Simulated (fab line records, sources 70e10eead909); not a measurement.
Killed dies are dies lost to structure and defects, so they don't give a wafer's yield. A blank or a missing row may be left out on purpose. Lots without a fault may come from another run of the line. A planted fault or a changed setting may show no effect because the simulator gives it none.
Chamber matching | flow nand_harc | NHARC_P_BONDPAD_CMP_32 on cmp-04: 4 sister chambers
The step polishes SiCN, target thk 200 nm. 4 wafers are shown with their chamber, then 7 later ones without.

WAFERS WITH THEIR CHAMBER
wafer  | chamber | motor_current_A (A)
L078.1 | 2       | 9.9
L078.5 | 0       | 10.9
L087.2 | 1       | 11.5
L087.5 | 3       | 13.4

WAFERS WITHOUT THEIR CHAMBER
wafer  | motor_current_A (A)
L087.6 | 9.5
L090.3 | 10.6
L090.4 | 11.5
L090.5 | 11.0
L094.1 | 13.6
L094.2 | 9.6
L094.5 | 11.1

WHICH CHAMBER EACH WENT THROUGH
wafer  | from the rows above     | in truth
L087.6 | 2                       | 2
L090.3 | can't be placed: 0 or 2 | 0
L090.4 | 1                       | 1
L090.5 | can't be placed: 0 or 1 | 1
L094.1 | 3                       | 3
L094.2 | 2                       | 2
L094.5 | can't be placed: 0 or 1 | 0
Placed correctly: 4 of 7. Can't be placed from these rows: 3 (the true chamber is among the candidates in 3). Placed wrongly: 0.
How it was worked out, from the rows above alone: a wafer's distance from a chamber is the root of the sum, over the readings, of the square of ((its reading less the chamber's mean) divided by the reading's scatter). The wafer belongs to the nearest chamber; if the next one is less than 2 further off, it can't be placed. A chamber's mean is the mean of its shown wafers. The scatter: with one shown wafer a chamber, the root of the mean of the squares of how far each hidden wafer lies from its nearest shown one.
